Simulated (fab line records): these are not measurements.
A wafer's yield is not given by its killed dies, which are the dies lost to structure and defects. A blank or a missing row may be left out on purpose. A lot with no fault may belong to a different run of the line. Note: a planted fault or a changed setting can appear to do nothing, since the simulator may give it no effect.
fab line records    flow nand-harc    part 1 of 2: steps 1 to 4 of 6
record: lots: 20  wafers: 60  last-day: 32
route steps=1302 shown A_SGD_CUT@905 A_SLIT@940 A_CONTACT@983
lots untouched by any fault: they come from a run of this same line in which no faults occurred
start-h: start of the lot's first displayed wafer, in hours after the record's first day    wait-h: time in hours since the lot's previous step    " unchanged from the row above    L1.1+2: several wafers, shown together as one row    - no value present, or no start provided    * or withheld: withheld    < > ~ a bound
route shown NAME@n: NAME is a module with steps in the file, n the number in the route of the first one    usual: mean/standard deviation taken from wafers without a fault    same: alike in all rows    chamber/n: place in a boat    sites: the reading at each site    _std_site: the standard deviation of these    _edge_site: mean of outer sites minus mean of inner sites    radius-mm: how far each site lies from the wafer's centre    mask NAME#n: copy n    behind: the last tool/chamber to shape the wafer    hold: the reason the lot was held/the length of the hold in hours/how it ended    device: the transistor (n, p or np) that didn't switch    end of line: tests of these same wafers at the route's end    for a step that has no rows: nothing shown but its recipe    killed: dies that structure and defects cost at the first sort, which is not the same as the wafer's yield    map: a wafer's dies, x killed, . not, _ none there
set.NAME: setting as actually run; set.NAME@STEP: the setting as run at that earlier step    model.NAME: the simulator's own value behind a step, which no gauge read
one table for each step of the route and one row for each wafer, over a sample of lots
services: when a tool's chamber went out of use (start-h, in hours from the record's first day, below 0 if earlier), for how many hours, and the reason
== steps ==
step: NHARC_A_SGD_CUT_ETCH_58
recipe: target-depth-a: 390  over-etch-frac: 0.3  time-s: 65  ion-energy-ev: 80  cf4-flow-sccm: 150  ar-flow-sccm: 0  rf-w: 300  bias-w: 100  chemistry: CF4
usual: bias-w: 99.9/0.3  drypump-motor-current-A: 5.9/0.45  oes-product-au: 1.000/0.012  rf-vpp-V: 151.5/1.1  showerhead-plenum-p-Torr: 1.78/0.06  throttle-valve-pct: 13.284/0.0095
lot.wafer  tool         chamber  start-h  wait-h  bias-w  drypump-motor-current-A  oes-product-au  rf-hours-counter-h  rf-vpp-V  showerhead-plenum-p-Torr  throttle-valve-pct
L074.1     rie-diel-03  2        434.74   0.1     99.7    6.2                      0.984           7                   153.1     1.83                      13.289
L074.2     "            3        "        "       100.6   5.3                      1.000           7                   152.4     1.77                      13.291
L074.6     "            2        "        "       99.8    6.2                      0.981           -                   153.4     1.83                      13.263
L077.4     rie-diel-07  2        458.31   0.1     99.8    5.2                      1.005           13                  151.3     1.69                      13.301
L077.2     "            1        "        "       100.1   5.3                      0.983           12                  150.5     1.71                      13.290
L077.5     "            3        "        "       100.2   6.2                      1.015           -                   148.7     1.78                      13.286
L076.4     rie-diel-11  0        458.65   0.1     100.3   5.8                      0.993           1                   152.0     1.73                      13.288
L076.1     "            2        "        "       100.2   6.0                      1.023           1                   151.0     1.80                      13.287
L076.5     "            3        "        "       99.5    6.2                      1.004           -                   152.0     1.85                      13.266
L078.2     rie-diel-11  1        466.96   0.1     99.9    6.4                      1.024           3                   153.3     1.86                      13.272
L078.1     "            3        "        "       99.7    6.2                      0.993           2                   151.0     1.85                      13.292
L078.6     "            1        "        "       99.8    6.4                      1.011           -                   152.2     1.86                      13.289
L079.4     rie-diel-11  2        486.97   0.1     99.4    5.9                      1.012           5                   152.0     1.79                      13.282
L079.2     "            1        "        "       100.3   6.5                      1.003           4                   152.5     1.85                      13.279
L079.5     "            3        "        "       100.2   6.2                      0.996           -                   152.1     1.85                      13.291
L080.1     rie-diel-03  2        509.93   0.1     99.7    6.2                      0.990           2                   151.8     1.83                      13.290
L080.2     "            0        "        "       100.2   5.3                      0.992           2                   152.7     1.86                      13.290
L080.6     "            2        "        "       99.6    6.2                      0.996           -                   152.0     1.83                      13.287
L081.1     rie-diel-11  0        510.23   0.1     99.8    5.8                      0.984           4                   150.9     1.73                      13.278
L081.4     "            1        "        "       99.7    6.5                      1.023           6                   151.6     1.85                      13.280
L081.5     "            3        "        "       99.8    6.2                      1.002           -                   153.3     1.85                      13.278
L082.3     rie-diel-07  0        520.10   0.1     100.2   6.6                      0.997           2                   150.1     1.68                      13.291
L082.4     "            2        "        "       99.8    5.3                      0.983           4                   151.1     1.69                      13.269
L082.5     "            1        "        "       100.4   5.3                      0.992           -                   150.6     1.71                      13.289
L083.4     rie-diel-11  3        529.12   0.1     99.7    6.2                      0.979           6                   152.6     1.85                      13.290
L083.3     "            0        "        "       100.1   5.8                      0.985           6                   151.3     1.73                      13.286
L083.6     "            2        "        "       99.5    5.9                      1.000           -                   150.6     1.79                      13.264
L084.1     rie-diel-03  3        542.17   0.1     99.9    5.3                      1.009           3                   152.0     1.76                      13.281
L084.4     "            1        "        "       100.4   6.2                      0.993           3                   151.0     1.74                      13.277
L084.5     "            3        "        "       99.8    5.3                      1.013           -                   152.5     1.77                      13.278
L085.2     rie-diel-11  2        560.94   0.1     99.7    5.9                      1.007           10                  151.5     1.79                      13.288
L085.3     "            0        "        "       99.6    5.8                      0.988           8                   152.2     1.73                      13.283
L085.6     "            2        "        "       100.6   5.9                      1.008           -                   150.9     1.79                      13.261
L087.2     rie-diel-03  0        561.09   0.1     99.6    5.3                      0.995           5                   153.2     1.86                      13.281
L087.1     "            1        "        "       100.4   6.2                      0.989           4                   151.2     1.74                      13.283
L087.3     "            3        "        "       99.9    5.3                      1.010           4                   152.5     1.76                      13.292
L089.4     rie-diel-03  2        595.53   0.1     99.8    6.2                      0.998           6                   152.2     1.83                      13.278
L089.2     "            0        "        "       100.0   5.3                      1.004           6                   151.5     1.86                      13.284
L089.5     "            1        "        "       99.6    6.2                      1.010           -                   151.0     1.74                      13.293
L091.2     rie-diel-11  1        595.70   0.1     99.9    6.5                      1.009           11                  152.3     1.85                      13.295
L091.4     "            2        "        "       100.2   5.9                      1.013           12                  151.3     1.79                      13.280
L091.3     "            0        "        "       99.5    5.8                      0.979           11                  150.6     1.73                      13.276
L088.2     rie-diel-03  3        597.89   0.1     100.2   5.3                      1.010           6                   151.2     1.76                      13.290
L088.6     "            0        "        "       99.7    5.3                      0.990           -                   153.0     1.86                      13.298
L088.5     "            1        "        "       99.8    6.2                      0.990           -                   152.3     1.74                      13.314
L092.4     rie-diel-11  2        619.22   0.1     100.2   6.0                      0.990           0                   151.4     1.79                      13.289
L092.2     "            3        "        "       99.8    6.2                      1.017           0                   152.0     1.85                      13.289
L092.6     "            1        "        "       99.7    6.5                      1.012           -                   152.2     1.85                      13.305
L093.1     rie-diel-03  1        620.08   0.1     99.9    6.2                      0.998           7                   150.7     1.74                      13.298
L093.2     "            2        "        "       100.5   6.2                      0.980           6                   150.6     1.83                      13.285
L093.5     "            3        "        "       100.3   5.3                      1.009           -                   151.7     1.76                      13.301
L094.2     rie-diel-11  3        637.03   0.1     100.2   6.2                      1.023           1                   152.2     1.85                      13.281
L094.3     "            0        "        "       100.2   5.8                      0.997           1                   151.8     1.73                      13.292
L094.1     "            2        "        "       99.9    6.0                      0.978           1                   151.9     1.79                      13.279
L097.3     rie-diel-11  2        646.48   0.1     99.9    5.9                      0.977           2                   152.2     1.79                      13.286
L097.1     "            0        "        "       99.7    5.8                      0.996           2                   149.0     1.73                      13.283
L097.5     "            2        "        "       100.0   6.0                      0.981           -                   150.8     1.79                      13.295
L096.1     rie-diel-07  1        646.50   0.1     99.4    5.3                      1.002           13                  149.5     1.70                      13.275
L096.4     "            3        "        "       99.5    6.2                      1.005           14                  150.2     1.78                      13.264
L096.6     "            1        "        "       99.5    5.3                      1.003           -                   148.7     1.70                      13.287
step: NHARC_A_SLIT_ETCH_26
recipe: bias-v: 400  source-w: 2000  pressure-mtorr: 25  time-s: 90  ar-flow-sccm: 375  c4f8-flow-sccm: 41.7  o2-flow-sccm: 83.3  target-depth-a: 4000  chemistry: C4F8/O2/Ar
usual: bias-v: 401/4.2  drypump-motor-current-A: 5.50/0.26  he-backside-leak-sccm: 6.3/0.99  showerhead-plenum-p-Torr: 3.72/0.12  throttle-valve-pct: 27.620/0.0093
lot.wafer  tool         chamber  start-h  wait-h  bias-v  drypump-motor-current-A  he-backside-leak-sccm  rf-hours-counter-h  showerhead-plenum-p-Torr  throttle-valve-pct
L074.2     har-etch-02  0        459.03   3.0     395     5.76                     5.4                    38                  3.96                      27.612
L074.1     "            1        "        "       394     5.05                     4.8                    38                  3.73                      27.616
L074.6     "            0        "        "       401     5.77                     5.5                    -                   3.96                      27.623
L076.1     har-etch-01  1        474.99   2.4     400     5.49                     6.2                    272                 3.67                      27.627
L076.4     "            1        "        "       406     5.48                     6.5                    -                   3.67                      27.625
L076.5     "            1        "        "       405     5.48                     6.0                    -                   3.67                      27.616
L077.2     har-etch-01  1        478.83   2.5     395     5.48                     6.1                    275                 3.67                      27.617
L077.4     "            1        "        "       399     5.49                     6.1                    -                   3.67                      27.631
L077.5     "            0        "        "       402     5.65                     7.2                    -                   3.67                      27.626
L078.1     har-etch-02  1        483.25   3.0     396     5.06                     4.9                    57                  3.71                      27.603
L078.2     "            0        "        "       399     5.77                     5.6                    57                  3.95                      27.627
L078.6     "            0        "        "       399     5.76                     6.0                    -                   3.95                      27.615
L079.2     har-etch-01  1        510.57   2.5     407     5.50                     6.4                    295                 3.66                      27.621
L079.4     "            1        "        "       410     5.50                     6.4                    -                   3.66                      27.615
L079.5     "            1        "        "       407     5.49                     6.3                    -                   3.66                      27.630
L081.1     har-etch-02  1        526.29   3.0     398     5.04                     5.0                    76                  3.70                      27.626
L081.4     "            1        "        "       396     5.07                     4.7                    -                   3.70                      27.621
L081.5     "            0        "        "       393     5.78                     6.0                    -                   3.94                      27.608
L080.1     har-etch-01  0        526.75   3.0     397     5.66                     7.4                    302                 3.66                      27.626
L080.2     "            1        "        "       401     5.47                     6.4                    302                 3.66                      27.607
L080.6     "            1        "        "       405     5.48                     6.4                    -                   3.66                      27.612
L082.3     har-etch-02  1        537.63   1.9     400     5.06                     4.9                    -                   3.70                      27.639
L082.4     "            0        "        "       398     5.78                     5.6                    -                   3.93                      27.624
L082.5     "            0        "        "       398     5.78                     5.6                    -                   3.93                      27.623
L083.4     har-etch-02  0        545.73   1.8     408     5.77                     5.6                    -                   3.93                      27.610
L083.3     "            1        "        "       398     5.05                     4.8                    -                   3.70                      27.626
L083.6     "            1        "        "       402     5.06                     5.1                    -                   3.70                      27.608
L084.1     har-etch-01  0        558.56   2.5     401     5.65                     7.7                    321                 3.65                      27.624
L084.4     "            0        "        "       404     5.64                     7.6                    -                   3.65                      27.611
L084.5     "            0        "        "       404     5.64                     7.7                    -                   3.65                      27.628
L087.1     har-etch-02  0        578.90   3.0     407     5.77                     5.8                    103                 3.92                      27.621
L087.2     "            1        "        "       404     5.07                     5.0                    103                 3.69                      27.623
L087.3     "            1        "        "       406     5.06                     4.9                    -                   3.69                      27.597
L085.2     har-etch-01  1        579.27   2.4     409     5.49                     6.7                    329                 3.64                      27.614
L085.3     "            0        "        "       396     5.64                     7.7                    -                   3.64                      27.615
L085.6     "            0        "        "       400     5.63                     7.6                    -                   3.64                      27.624
L091.2     har-etch-02  1        612.00   3.0     397     5.07                     5.2                    122                 3.68                      27.644
L091.4     "            1        "        "       393     5.04                     5.2                    -                   3.68                      27.612
L091.3     "            0        "        "       408     5.78                     5.4                    -                   3.91                      27.630
L089.2     har-etch-01  1        615.73   2.4     399     5.48                     7.0                    348                 3.63                      27.615
L089.4     "            1        "        "       405     5.49                     6.9                    -                   3.63                      27.625
L089.5     "            1        "        "       405     5.51                     6.6                    -                   3.63                      27.635
L088.2     har-etch-01  0        619.54   2.4     399     5.64                     7.6                    351                 3.63                      27.618
L088.6     "            1        "        "       396     5.50                     6.9                    -                   3.63                      27.613
L088.5     "            0        "        "       406     5.65                     7.7                    -                   3.63                      27.626
L092.2     har-etch-01  1        636.47   2.4     394     5.48                     7.1                    363                 3.62                      27.612
L092.4     "            0        "        "       400     5.64                     7.8                    -                   3.62                      27.603
L092.6     "            0        "        "       401     5.63                     7.8                    -                   3.62                      27.637
L093.2     har-etch-02  0        637.11   3.0     405     5.78                     5.9                    141                 3.90                      27.617
L093.1     "            1        "        "       397     5.07                     5.1                    141                 3.67                      27.622
L093.5     "            1        "        "       399     5.07                     5.0                    -                   3.67                      27.633
L094.1     har-etch-01  1        654.03   3.0     397     5.47                     7.2                    374                 3.62                      27.614
L094.2     "            0        "        "       394     5.64                     7.7                    374                 3.62                      27.621
L094.3     "            1        "        "       403     5.49                     6.9                    -                   3.62                      27.628
L097.1     har-etch-02  1        663.11   2.5     406     5.07                     5.2                    156                 3.66                      27.626
L097.3     "            0        "        "       401     5.76                     5.6                    -                   3.89                      27.636
L097.5     "            1        "        "       404     5.08                     5.2                    -                   3.66                      27.624
L096.1     har-etch-01  1        666.84   3.1     403     5.50                     7.2                    382                 3.61                      27.615
L096.4     "            0        "        "       399     5.63                     7.6                    -                   3.61                      27.606
L096.6     "            1        "        "       402     5.50                     7.0                    -                   3.61                      27.622
step: NHARC_A_SLIT_STRIP_18
recipe: o2-flow-sccm: 500  ar-flow-sccm: 0  bias-w: 0  chemistry: O2
usual: drypump-motor-current-A: 5.8/0.35  oes-product-au: 1.005/0.012  rf-vpp-V: 57.8/0.86  showerhead-plenum-p-Torr: 3.56/0.15  throttle-valve-pct: 17.035/0.0087
same: bias-w: 0
lot.wafer  tool         chamber  start-h  wait-h  drypump-motor-current-A  oes-product-au  rf-hours-counter-h  rf-vpp-V  showerhead-plenum-p-Torr  throttle-valve-pct
L074.2     rie-diel-13  1        -        -       6.0                      1.025           8.5                 57.6      3.57                      17.037
L074.1     "            0        "        "       5.8                      1.004           7.6                 56.6      3.40                      17.027
L074.6     "            2        "        "       5.7                      1.016           -                   57.6      3.66                      17.034
L076.4     rie-diel-01  1        -        -       5.7                      1.000           4.6                 56.9      3.70                      17.028
L076.1     "            2        "        "       5.4                      0.978           4.8                 57.8      3.66                      17.046
L076.5     "            3        "        "       6.0                      1.024           -                   58.3      3.33                      17.035
L077.2     rie-diel-13  1        -        -       6.0                      1.033           9.3                 57.9      3.57                      17.023
L077.4     "            3        "        "       5.5                      1.010           7.6                 58.4      3.31                      17.040
L077.5     "            1        "        "       6.0                      1.020           -                   57.4      3.57                      17.043
L078.2     rie-diel-13  0        -        -       5.8                      1.015           9.0                 58.2      3.40                      17.038
L078.1     "            3        "        "       5.5                      1.013           7.7                 57.0      3.31                      17.042
L078.6     "            1        "        "       6.0                      1.032           -                   56.8      3.57                      17.039
L079.4     rie-diel-13  3        -        -       5.5                      1.011           8.8                 56.6      3.31                      17.039
L079.2     "            0        "        "       5.8                      1.007           10.0                57.3      3.40                      17.042
L079.5     "            2        "        "       5.7                      1.012           -                   57.5      3.66                      17.025
L081.1     rie-diel-01  3        -        -       6.0                      1.020           9.7                 57.7      3.33                      17.039
L081.4     "            1        "        "       5.7                      1.010           8.5                 58.7      3.70                      17.031
L081.5     "            3        "        "       6.0                      1.022           -                   57.5      3.33                      17.035
L080.1     rie-diel-05  3        -        -       6.3                      1.003           5.7                 59.2      3.71                      17.037
L080.2     "            0        "        "       5.1                      0.987           6.9                 58.8      3.70                      17.031
L080.6     "            2        "        "       6.3                      1.012           -                   58.8      3.75                      17.048
L082.3     rie-diel-01  1        -        -       5.7                      1.003           9.3                 57.5      3.70                      17.036
L082.4     "            2        "        "       5.4                      0.977           9.8                 57.3      3.66                      17.036
L082.5     "            0        "        "       5.5                      0.997           -                   58.3      3.40                      17.055
L083.3     rie-diel-01  1        -        -       5.7                      0.997           9.8                 58.4      3.70                      17.026
L083.4     "            0        "        "       5.5                      0.997           10.5                55.8      3.39                      17.011
L083.6     "            1        "        "       5.8                      0.992           -                   58.9      3.70                      17.027
L084.1     rie-diel-13  2        -        -       5.7                      1.009           2.8                 57.8      3.66                      17.024
L084.4     "            0        "        "       5.8                      1.005           0.5                 58.2      3.40                      17.031
L084.5     "            2        "        "       5.7                      1.000           -                   58.4      3.66                      17.041
L087.2     rie-diel-01  0        579.96   0.1     5.5                      1.002           1.4                 58.4      3.39                      17.029
L087.1     "            1        "        "       5.7                      1.016           1.1                 57.4      3.70                      17.028
L087.3     "            0        "        "       5.5                      0.999           -                   57.0      3.39                      17.034
L085.2     rie-diel-05  1        -        -       6.3                      1.008           7.6                 57.1      3.55                      17.053
L085.3     "            2        "        "       6.3                      1.006           8.7                 57.0      3.75                      17.045
L085.6     "            2        "        "       6.3                      1.005           -                   57.1      3.75                      17.041
L091.2     rie-diel-01  0        -        -       5.5                      0.994           4.0                 57.3      3.39                      17.038
L091.3     "            1        "        "       5.7                      0.984           3.8                 59.0      3.70                      17.036
L091.4     "            2        "        "       5.4                      0.991           -                   58.1      3.65                      17.046
L089.2     rie-diel-01  0        -        -       5.5                      1.006           5.0                 55.4      3.39                      17.025
L089.4     "            2        "        "       5.3                      0.998           -                   56.9      3.65                      17.040
L089.5     "            0        "        "       5.5                      1.001           -                   56.5      3.39                      17.042
L088.2     rie-diel-13  2        -        -       5.7                      1.011           5.6                 58.7      3.66                      17.038
L088.6     "            0        "        "       5.8                      0.995           -                   56.1      3.40                      17.027
L088.5     "            1        "        "       6.0                      1.023           -                   58.3      3.57                      17.030
L092.4     rie-diel-13  1        -        -       6.0                      1.034           6.6                 57.4      3.57                      17.045
L092.2     "            2        "        "       5.7                      1.015           6.7                 57.3      3.66                      17.049
L092.6     "            2        "        "       5.7                      1.003           -                   58.6      3.66                      17.044
L093.1     rie-diel-05  1        -        -       6.3                      1.014           3.1                 58.2      3.55                      17.039
L093.2     "            3        "        "       6.3                      1.010           3.9                 57.7      3.71                      17.036
L093.5     "            0        "        "       5.1                      0.981           -                   57.3      3.70                      17.018
L094.1     rie-diel-05  0        -        -       5.1                      0.976           4.4                 57.5      3.70                      17.040
L094.2     "            1        "        "       6.3                      1.003           3.5                 57.4      3.55                      17.018
L094.3     "            2        "        "       6.3                      0.988           3.2                 58.1      3.75                      17.036
L097.3     rie-diel-13  3        -        -       5.5                      0.994           10.4                56.8      3.30                      17.028
L097.1     "            1        "        "       6.0                      1.029           9.5                 57.3      3.56                      17.015
L097.5     "            3        "        "       5.5                      1.000           -                   55.6      3.30                      17.034
L096.1     rie-diel-01  1        -        -       5.7                      1.007           7.0                 59.6      3.69                      17.044
L096.4     "            3        "        "       6.0                      0.993           4.0                 57.1      3.33                      17.039
L096.6     "            1        "        "       5.7                      0.996           -                   58.7      3.69                      17.036
step: NHARC_A_CONTACT_DEP_24
recipe: target-thk-a: 5000  temp-c: 400  pressure-torr: 6.5  rf-w: 900  teos-flow-sccm: 161.4  flow-sccm: 2650  target-thk-nm: 500  gas: O2  material: SiO2
usual: chamber-pressure-Torr: 6.500/0.013  heater-power-w: 580/66  throttle-valve-pct: 16.3/0.59
lot.wafer  tool      chamber  start-h  wait-h  chamber-pressure-Torr  heater-power-w  throttle-valve-pct
L074.1     pecvd-03  0        483.03   0.1     6.490                  550             16.5
L074.2     "         1        "        "       6.521                  515             16.3
L074.6     "         0        "        "       6.489                  599             16.3
L076.1     pecvd-03  2        501.61   0.1     6.511                  608             17.0
L076.4     "         1        "        "       6.509                  464             16.6
L076.5     "         0        "        "       6.489                  614             16.6
L077.2     pecvd-03  1        505.06   0.1     6.506                  552             16.3
L077.4     "         2        "        "       6.507                  531             16.9
L077.5     "         0        "        "       6.528                  651             16.9
L078.1     pecvd-01  0        511.68   0.1     6.506                  559             16.3
L078.2     "         1        "        "       6.521                  603             15.9
L078.6     "         1        "        "       6.506                  632             15.7
L079.2     pecvd-01  1        537.27   0.1     6.482                  565             16.0
L079.4     "         1        "        "       6.489                  566             16.1
L079.5     "         0        "        "       6.505                  564             16.2
L081.1     pecvd-02  2        553.78   0.1     6.497                  636             16.7
L081.5     "         1        "        "       6.512                  506             14.9
L081.4     "         0        "        "       6.495                  510             16.8
L080.2     pecvd-01  0        553.84   0.1     6.505                  493             16.0
L080.1     "         1        "        "       6.486                  614             15.8
L080.6     "         1        "        "       6.509                  645             16.0
L082.3     pecvd-01  0        565.04   0.1     6.508                  476             16.0
L082.4     "         2        "        "       6.495                  554             17.0
L082.5     "         1        "        "       6.487                  628             15.9
L083.3     pecvd-03  0        572.34   0.2     6.478                  527             16.4
L083.4     "         2        "        "       6.509                  591             16.4
L083.6     "         0        "        "       6.509                  552             16.5
L084.1     pecvd-01  2        586.67   0.2     6.503                  673             16.8
L084.5     "         0        "        "       6.514                  514             16.0
L084.4     "         2        "        "       6.486                  684             16.8
L087.3     pecvd-02  2        605.17   0.1     6.515                  527             16.9
L087.2     "         0        "        "       6.465                  573             16.5
L087.1     "         1        "        "       6.504                  514             14.9
L085.2     pecvd-01  0        605.50   0.2     6.494                  524             16.0
L085.3     "         2        "        "       6.470                  587             16.8
L085.6     "         1        "        "       6.493                  619             16.0
L091.3     pecvd-02  1        638.43   0.1     6.507                  623             14.9
L091.2     "         2        "        "       6.505                  602             16.7
L091.4     "         1        "        "       6.504                  639             14.8
L089.2     pecvd-01  0        643.14   0.1     6.501                  508             16.2
L089.5     "         0        "        "       6.500                  517             16.2
L089.4     "         1        "        "       6.493                  655             15.8
L088.2     pecvd-01  1        648.52   0.2     6.482                  593             16.0
L088.6     "         0        "        "       6.526                  498             16.1
L088.5     "         1        "        "       6.504                  631             16.2
L093.2     pecvd-01  1        662.84   0.1     6.480                  639             16.2
L093.1     "         0        "        "       6.497                  512             15.9
L093.5     "         0        "        "       6.483                  518             16.0
L092.2     pecvd-02  1        663.12   0.2     6.494                  599             15.0
L092.4     "         2        "        "       6.486                  598             16.8
L092.6     "         1        "        "       6.493                  611             14.9
L094.1     pecvd-03  2        681.77   0.1     6.493                  558             16.4
L094.2     "         0        "        "       6.489                  616             16.5
L094.3     "         1        "        "       6.492                  609             17.0
L097.1     pecvd-01  0        690.38   0.1     6.505                  556             15.8
L097.3     "         2        "        "       6.486                  655             16.5
L097.5     "         0        "        "       6.498                  420             15.8
L096.1     pecvd-02  2        695.07   0.2     6.501                  579             16.6
L096.4     "         0        "        "       6.497                  525             16.7
L096.6     "         1        "        "       6.496                  557             15.0
